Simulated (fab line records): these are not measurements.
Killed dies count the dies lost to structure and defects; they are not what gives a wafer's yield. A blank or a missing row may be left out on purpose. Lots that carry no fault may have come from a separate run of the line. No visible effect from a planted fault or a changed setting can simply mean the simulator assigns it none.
The same fault as seen by 2 desks :: flow n5_finfet :: numbers are kept per desk, each desk with only its own; the story behind them comes last

## DESK OF THE TOOL OWNER: rie_diel-05
The tool's own readings at N5_BEOL_M3_ETCH_41 (etches SiCN in CH3F/O2, target depth 29.9 nm, time 52.5 s): means of the sampled wafers that have a number, for each lot that ran on this tool. The brackets show how far a lot's mean lies from the usual mean; more than 4 standard deviations puts the lot out of limits, marked OUT.
Columns: A = drypump_motor_current_A at N5_BEOL_M3_ETCH_41, usual 5.6 A; B = mfc_ar_sccm at N5_BEOL_M3_ETCH_41, usual 150.0 sccm; C = oes_product_au at N5_BEOL_M3_ETCH_41, usual 0.81 a.u.; D = rf_vpp_V at N5_BEOL_M3_ETCH_41, usual 297.7 V; E = showerhead_plenum_p_Torr at N5_BEOL_M3_ETCH_41, usual 2.02 Torr; F = throttle_valve_pct at N5_BEOL_M3_ETCH_41, usual 16.19 %
lot: L255
first seen here: day 7 16:31
A: 5.3
B: 150.0
C: 0.76
D: 297.2
E: 2.03
F: 16.29

lot: L264
first seen here: day 11 16:24
A: 5.5
B: 149.4
C: 0.82
D: 299.3
E: 2.13
F: 16.10

lot: L265
first seen here: day 12 06:05
A: 5.6
B: 149.5
C: 0.84
D: 298.0
E: 2.07
F: 16.08

lot: L266
first seen here: day 12 08:46
A: 5.6
B: 149.6
C: 0.85
D: 297.7
E: 2.04
F: 16.10
This desk's finding: nothing out of limits on any of the 4 lots.

## FROM THE METROLOGY DESK
What the gauges read for every lot (on any tool): the sampled wafers with a number, averaged. The brackets show how far a lot's mean lies from the usual mean; more than 4 standard deviations puts the lot out of limits, marked OUT. Only the readings that lie furthest out on some lot appear, 7 of the 10 it has.
Columns: A = DIBL_N at N5_BEOL_M4_RC_MEAS_101, usual 36.0 mV/V; B = IOFF_P at N5_BEOL_M4_RC_MEAS_101, usual 0.19 nA/um; C = ION_N at N5_BEOL_M4_RC_MEAS_101, usual 668 uA/um; D = ION_P at N5_BEOL_M4_RC_MEAS_101, usual 455 uA/um; E = SS_N at N5_BEOL_M4_RC_MEAS_101, usual 71.5 mV/dec; F = VT_N at N5_BEOL_M4_RC_MEAS_101, usual 251 mV; G = VT_P at N5_BEOL_M4_RC_MEAS_101, usual -253 mV
lot: L255
first seen here: day 8 22:01
A: 35.8
B: 0.18
C: 665
D: 454
E: 70.8
F: 251
G: -252

lot: L264
first seen here: day 12 13:22
A: 33.2
B: 0.17
C: 659
D: 450
E: 71.7
F: 252
G: -252

lot: L265
first seen here: day 13 00:10
A: 35.3
B: 0.19
C: 670
D: 458
E: 70.6
F: 249
G: -251

lot: L266
first seen here: day 13 04:02
A: 34.4
B: 0.15
C: 656
D: 450
E: 70.5
F: 252
G: -254

lot: L273
first seen here: day 14 01:40
A: 37.4
B: 0.19
C: 675
D: 456
E: 71.1
F: 251
G: -253

lot: L276
first seen here: day 14 13:49
A: 37.8
B: 0.25
C: 682
D: 465
E: 72.4
F: 247
G: -247

lot: L277
first seen here: day 14 22:01
A: 31.9
B: 0.13
C: 649
D: 438
E: 71.4
F: 258
G: -262
This desk's finding: nothing out of limits on any of the 7 lots.

## ALL TOGETHER
Nothing out of limits was seen by the tool owner's desk.
Nothing out of limits was seen by the metrology desk.

## WHAT HAD BEEN PUT IN BY THE SIMULATOR
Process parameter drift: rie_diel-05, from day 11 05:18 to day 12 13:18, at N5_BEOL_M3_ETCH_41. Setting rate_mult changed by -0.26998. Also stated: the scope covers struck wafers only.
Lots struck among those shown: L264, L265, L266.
